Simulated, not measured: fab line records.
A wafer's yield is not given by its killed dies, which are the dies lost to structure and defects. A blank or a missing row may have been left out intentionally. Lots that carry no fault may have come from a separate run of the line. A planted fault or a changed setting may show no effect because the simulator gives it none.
fab line records ; flow nand_harc
[record] lots = 11; wafers = 33; last_day = 22
route steps=1159 shown P_M1@316 P_M2@330
lots that met no fault: taken from a fault-free run of the same line
start_h: hours from the record's first day to the start of the lot's first wafer shown ; wait_h: hours elapsed since this lot's preceding step ; " as in the row above ; L1.1+2: a single row standing in for several wafers ; - value missing, or start not given ; * or withheld: withheld ; < > ~ a bound
route shown NAME@n: a module of which the file shows steps, and the number in the route of the first ; usual: mean/standard deviation taken from wafers without a fault ; same: alike in all rows ; chamber/n: place in a boat ; sites: each site's reading ; _std_site: the values' standard deviation ; _edge_site: inner sites' mean taken away from outer sites' mean ; radius_mm: for every site, how far away it sits from the centre of the wafer ; mask NAME#n: copy n ; behind: the most recent tool/chamber to have shaped the wafer ; hold: reason for holding the lot/hours on hold/outcome of the hold ; device: the n, p or np transistor that did not switch ; end of line: the route-end tests of the same wafers ; a step given without rows: its recipe and nothing more ; killed: not the wafer's yield, but the dies lost to structure and defects at the first sort ; map: per-die view of a wafer (x killed, . not killed, _ where there is no die)
set.NAME: setting as actually run; set.NAME@STEP: the setting as run at that earlier step ; model.NAME: the simulator's own value behind a step, which no gauge read
the route's steps for a sample of lots (tables are steps, rows are wafers)
services: the hour from which a tool's chamber was out of use, counted from the record's first day as start_h (under 0 if before that day), plus the number of hours and why
[[steps]]
[step NHARC_P_M1_PRE_CLEAN_32]
[recipe] time_s = 12; temp_c = 370; rf_power_w = 300; gas = NH3
[usual] heater_power_w = 664/66
lot.wafer;tool;chamber;start_h;wait_h;heater_power_w
L764.1;pecvd-04;2;125.67;0.1;778
L764.4;pecvd-04;0;125.67;0.1;590
L764.6;pecvd-04;1;125.67;0.1;615
L766.1;pecvd-04;2;139.18;0.1;740
L766.3;pecvd-04;1;139.18;0.1;639
L766.6;pecvd-04;0;139.18;0.1;687
L767.3;pecvd-03;0;140.79;0.1;620
L767.1;pecvd-03;2;140.79;0.1;561
L767.6;pecvd-03;2;140.79;0.1;554
L768.2;pecvd-03;2;156.35;0.1;620
L768.6;pecvd-03;0;156.35;0.1;644
L768.4;pecvd-03;2;156.35;0.1;616
L770.1;pecvd-03;1;156.69;0.1;636
L770.5;pecvd-03;2;156.69;0.1;643
L770.6;pecvd-03;1;156.69;0.1;628
L773.3;pecvd-02;2;173.99;0.1;689
L773.5;pecvd-02;1;173.99;0.1;682
L773.4;pecvd-02;2;173.99;0.1;674
L775.1;pecvd-02;1;187.84;0.1;653
L775.6;pecvd-02;0;187.84;0.1;768
L775.5;pecvd-02;2;187.84;0.1;670
L774.2;pecvd-04;1;188.16;0.1;560
L774.4;pecvd-04;0;188.16;0.1;701
L774.5;pecvd-04;1;188.16;0.1;571
L776.1;pecvd-03;1;200.70;0.1;625
L776.2;pecvd-03;2;200.70;0.1;615
L776.4;pecvd-03;1;200.70;0.1;622
L778.1;pecvd-03;2;201.08;0.1;541
L778.5;pecvd-03;1;201.08;0.1;624
L778.4;pecvd-03;2;201.08;0.1;553
L780.1;pecvd-02;1;218.00;0.1;630
L780.4;pecvd-02;1;218.00;0.1;635
L780.6;pecvd-02;2;218.00;0.1;646
[step NHARC_P_M2_INSPECT_11]
[usual] raw_defect_count = 3.8/2.4
lot.wafer;tool;chamber;start_h;wait_h;raw_defect_count
L764.1;defect_inspect-02;-;127.10;0.0;4
L764.4;defect_inspect-02;-;127.10;0.0;8
L764.6;defect_inspect-02;-;127.10;0.0;8
L766.1;defect_inspect-02;-;140.62;0.0;1
L766.3;defect_inspect-02;-;140.62;0.0;4
L766.6;defect_inspect-02;-;140.62;0.0;6
L767.1;defect_inspect-02;-;142.12;0.0;2
L767.3;defect_inspect-02;-;142.12;0.0;4
L767.6;defect_inspect-02;-;142.12;0.0;3
L768.2;defect_inspect-02;-;157.97;0.0;4
L768.4;defect_inspect-02;-;157.97;0.0;5
L768.6;defect_inspect-02;-;157.97;0.0;2
L770.1;defect_inspect-01;-;158.13;0.0;0
L770.5;defect_inspect-01;-;158.13;0.0;3
L770.6;defect_inspect-01;-;158.13;0.0;4
L773.3;defect_inspect-02;-;175.31;0.0;2
L773.4;defect_inspect-02;-;175.31;0.0;1
L773.5;defect_inspect-02;-;175.31;0.0;1
L775.1;defect_inspect-01;-;189.43;0.0;1
L775.5;defect_inspect-01;-;189.43;0.0;2
L775.6;defect_inspect-01;-;189.43;0.0;3
L774.2;defect_inspect-02;-;189.61;0.0;0
L774.4;defect_inspect-02;-;189.61;0.0;4
L774.5;defect_inspect-02;-;189.61;0.0;2
L776.1;defect_inspect-01;-;202.00;0.0;4
L776.2;defect_inspect-01;-;202.00;0.0;6
L776.4;defect_inspect-01;-;202.00;0.0;7
L778.1;defect_inspect-01;-;202.49;0.0;3
L778.4;defect_inspect-01;-;202.49;0.0;1
L778.5;defect_inspect-01;-;202.49;0.0;2
L780.1;defect_inspect-01;-;219.54;0.0;6
L780.4;defect_inspect-01;-;219.54;0.0;2
L780.6;defect_inspect-01;-;219.54;0.0;0
[step NHARC_P_M2_STRIP_18]
[recipe] power_w = 1000; n2_flow_sccm = 150; h2_flow_sccm = 150; ar_flow_sccm = 0; bias_w = 0; chemistry = N2/H2
[usual] drypump_motor_current_A = 6.0/0.38; oes_product_au = 1.000/0.0085; power_w = 1000/3.1; rf_vpp_V = 90.9/0.96; showerhead_plenum_p_Torr = 2.07/0.067; throttle_valve_pct = 14.171/0.009
[same] bias_w = 0
lot.wafer;tool;chamber;start_h;wait_h;drypump_motor_current_A;oes_product_au;power_w;rf_hours_counter_h;rf_vpp_V;showerhead_plenum_p_Torr;throttle_valve_pct
L764.4;rie_diel-12;2;127.57;0.1;6.4;1.010;1000;4;89.9;2.04;14.177
L764.1;rie_diel-12;0;127.57;0.1;6.3;0.997;997;3;90.6;2.17;14.163
L764.6;rie_diel-12;2;127.57;0.1;6.4;1.016;1000;-;90.8;2.04;14.163
L766.1;rie_diel-12;2;141.07;0.1;6.4;1.003;1002;4;91.2;2.04;14.172
L766.3;rie_diel-12;1;141.07;0.1;5.6;1.002;996;4;91.0;2.05;14.190
L766.6;rie_diel-12;3;141.07;0.1;5.5;0.996;999;-;88.6;2.04;14.168
L767.3;rie_diel-12;1;142.60;0.1;5.6;0.995;998;4;92.9;2.05;14.165
L767.1;rie_diel-12;3;142.60;0.1;5.5;1.002;997;4;91.4;2.04;14.167
L767.6;rie_diel-12;1;142.60;0.1;5.6;0.987;997;-;90.0;2.05;14.172
L768.4;rie_diel-09;2;158.42;0.1;6.1;1.002;1004;17;91.7;2.13;14.172
L768.2;rie_diel-09;0;158.42;0.1;5.4;1.010;1004;16;92.2;2.12;14.166
L768.6;rie_diel-09;3;158.42;0.1;6.3;1.009;996;-;91.1;2.01;14.185
L770.1;rie_diel-09;2;158.63;0.1;6.1;1.006;998;17;91.1;2.13;14.174
L770.6;rie_diel-09;0;158.63;0.1;5.5;0.989;997;-;90.9;2.12;14.176
L770.5;rie_diel-09;1;158.63;0.1;6.0;0.991;1005;-;90.3;1.98;14.148
L773.4;rie_diel-08;2;175.78;0.1;6.3;1.008;1001;21;90.2;1.92;14.172
L773.3;rie_diel-08;3;175.78;0.1;6.3;1.005;1009;10;90.8;2.12;14.166
L773.5;rie_diel-08;1;175.78;0.1;6.5;1.013;1000;-;89.9;2.11;14.167
L775.1;rie_diel-12;1;189.89;0.1;5.6;0.991;1004;6;89.0;2.05;14.174
L775.5;rie_diel-12;0;189.89;0.1;6.3;0.986;1001;-;92.8;2.17;14.181
L775.6;rie_diel-12;1;189.89;0.1;5.6;0.987;1000;-;90.2;2.05;14.171
L774.2;rie_diel-09;1;190.09;0.1;6.0;1.007;999;21;90.6;1.98;14.165
L774.4;rie_diel-09;2;190.09;0.1;6.1;1.001;1000;22;91.3;2.13;14.161
L774.5;rie_diel-09;1;190.09;0.1;6.0;0.985;999;-;90.2;1.98;14.165
L776.2;rie_diel-09;0;202.50;0.1;5.4;0.985;997;24;91.6;2.12;14.176
L776.4;rie_diel-09;1;202.50;0.1;6.1;0.990;1000;24;88.9;1.97;14.165
L776.1;rie_diel-09;3;202.50;0.1;6.3;0.992;998;24;90.8;2.01;14.173
L778.1;rie_diel-08;3;203.14;0.2;6.3;0.988;1003;21;90.8;2.11;14.182
L778.4;rie_diel-08;1;203.14;0.2;6.4;1.004;999;13;92.7;2.11;14.172
L778.5;rie_diel-08;2;203.14;0.2;6.3;0.987;1000;-;90.4;1.92;14.165
L780.4;rie_diel-08;3;219.98;0.1;6.3;1.007;1003;25;91.1;2.11;14.174
L780.1;rie_diel-08;0;219.98;0.1;5.9;0.983;1000;35;90.1;2.13;14.181
L780.6;rie_diel-08;0;219.98;0.1;6.0;0.985;996;-;91.7;2.13;14.168
[step NHARC_P_M2_CMP_23]
[recipe] t_overpolish_s = 20; target_thk_nm = 144.3
[usual] motor_current_A = 11.9/1.2; time_to_endpoint_s = 28.8/2.3
lot.wafer;tool;chamber;start_h;wait_h;motor_current_A;time_to_endpoint_s
L764.4;cmp-01;0;129.26;-;11.7;31.5
L764.1;cmp-01;3;129.26;-;10.8;29.3
L764.6;cmp-01;1;129.26;-;11.1;29.6
L766.1;cmp-01;0;142.98;-;12.9;30.2
L766.3;cmp-01;1;142.98;-;11.1;28.5
L766.6;cmp-01;2;142.98;-;10.0;28.4
L767.1;cmp-01;2;144.33;-;10.3;27.3
L767.3;cmp-01;0;144.33;-;13.1;29.8
L767.6;cmp-01;1;144.33;-;10.5;27.7
L768.2;cmp-02;0;160.33;-;12.1;24.9
L768.4;cmp-02;2;160.33;-;12.1;27.1
L768.6;cmp-02;0;160.33;-;12.8;29.2
L770.1;cmp-01;0;160.39;-;12.6;32.0
L770.5;cmp-01;3;160.39;-;11.7;27.4
L770.6;cmp-01;0;160.39;-;11.4;30.4
L773.3;cmp-04;0;177.48;-;11.7;30.0
L773.4;cmp-04;1;177.48;-;14.3;30.7
L773.5;cmp-04;0;177.48;-;11.5;31.4
L775.1;cmp-01;2;191.65;-;10.3;26.4
L775.6;cmp-01;1;191.65;-;11.1;26.8
L775.5;cmp-01;2;191.65;-;10.7;26.7
L774.4;cmp-02;1;191.81;-;12.6;27.4
L774.2;cmp-02;3;191.81;-;12.7;29.7
L774.5;cmp-02;1;191.81;-;12.6;29.7
L776.1;cmp-02;3;204.61;-;13.3;25.3
L776.4;cmp-02;0;204.61;-;12.8;25.0
L776.2;cmp-02;2;204.61;-;12.1;25.7
L778.1;cmp-01;2;204.99;-;10.1;32.2
L778.4;cmp-01;1;204.99;-;11.2;29.4
L778.5;cmp-01;2;204.99;-;9.7;28.4
L780.1;cmp-01;0;221.74;-;12.1;15.9
L780.4;cmp-01;1;221.74;-;10.4;29.5
L780.6;cmp-01;0;221.74;-;12.6;29.0
[step NHARC_P_M2_THK_MEAS_24]
[recipe] thk_meas_gauge = xrf
[usual] thk_nm = 144.6/1.5
lot.wafer;tool;chamber;start_h;wait_h;thk_nm
L764.1;film_metro-02;-;129.58;-;142.2
L764.4;film_metro-02;-;129.58;-;146.3
L764.6;film_metro-02;-;129.58;-;143.6
L766.1;film_metro-02;-;143.24;-;146.1
L766.3;film_metro-02;-;143.24;-;143.8
L766.6;film_metro-02;-;143.24;-;145.4
L767.1;film_metro-02;-;144.61;-;144.0
L767.3;film_metro-02;-;144.61;-;146.4
L767.6;film_metro-02;-;144.61;-;146.0
L768.2;film_metro-01;-;160.65;-;142.8
L768.4;film_metro-01;-;160.65;-;146.8
L768.6;film_metro-01;-;160.65;-;146.6
L770.1;film_metro-01;-;160.68;-;143.7
L770.5;film_metro-01;-;160.68;-;144.2
L770.6;film_metro-01;-;160.68;-;146.6
L773.3;film_metro-02;-;177.80;-;143.5
L773.4;film_metro-02;-;177.80;-;145.3
L773.5;film_metro-02;-;177.80;-;143.4
L775.1;film_metro-01;-;191.94;-;146.3
L775.5;film_metro-01;-;191.94;-;146.1
L775.6;film_metro-01;-;191.94;-;146.0
L774.2;film_metro-01;-;192.12;-;144.6
L774.4;film_metro-01;-;192.12;-;144.2
L774.5;film_metro-01;-;192.12;-;146.0
L776.1;film_metro-01;-;204.93;-;143.6
L776.2;film_metro-01;-;204.93;-;142.8
L776.4;film_metro-01;-;204.93;-;144.5
L778.1;film_metro-01;-;205.31;-;143.6
L778.4;film_metro-01;-;205.31;-;148.0
L778.5;film_metro-01;-;205.31;-;144.1
L780.1;film_metro-02;-;222.06;-;138.2
L780.4;film_metro-02;-;222.06;-;144.6
L780.6;film_metro-02;-;222.06;-;145.0
[[services]]
tool;chamber;start_h;hours;kind
cmp-04;-;105.07;4.0;pm
pecvd-03;-;111.08;13.0;pm
pecvd-03;0;111.08;13.0;vent_cycle
pecvd-03;1;111.08;13.0;vent_cycle
pecvd-03;2;111.08;13.0;vent_cycle
cmp-04;-;115.17;2.1;repair
pecvd-03;0;124.08;-;clean
rie_diel-08;-;124.80;9.0;pm
cmp-02;-;128.59;4.0;pm
rie_diel-08;1;136.12;32.4;repair
cmp-02;-;143.40;5.5;repair
rie_diel-12;-;149.33;0.8;repair
rie_diel-08;3;151.84;16.2;repair
pecvd-02;-;153.07;13.0;pm
cmp-01;-;158.27;0.5;repair
pecvd-03;-;159.02;0.9;repair
rie_diel-12;3;178.82;2.8;repair
cmp-01;-;179.62;4.0;pm
pecvd-03;1;182.79;6.5;repair
cmp-01;-;183.62;-;consumable_replace:conditioner
cmp-01;-;183.62;-;consumable_replace:pad
pecvd-04;-;195.36;13.0;pm
rie_diel-12;-;202.40;9.0;pm
cmp-04;-;203.18;4.0;pm
[[key]]
[first_sign] step = NHARC_P_M2_CMP_23; reading = time_to_endpoint_s; direction = down; sigmas = 5.7; usual = *; struck = *
[effect] step = NHARC_P_M2_THK_MEAS_24; reading = thk_nm; direction = down; sigmas = 4.2; usual = 144.6; struck = 138.2
met_at NHARC_P_M2_CMP_23
struck_lots L780
struck_wafers L780.1
not_acting_at NHARC_P_M1_PRE_CLEAN_32,NHARC_P_M2_INSPECT_11,NHARC_P_M2_STRIP_18
onset_between 204.99 221.74
[fault] kind = process_parameter_drift; tool = cmp-01; chamber = -; onset_h = 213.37; steps = NHARC_P_M2_CMP_23; channel = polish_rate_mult; offset = 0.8; shape = step; end_h = 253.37; scope = struck_wafers_only
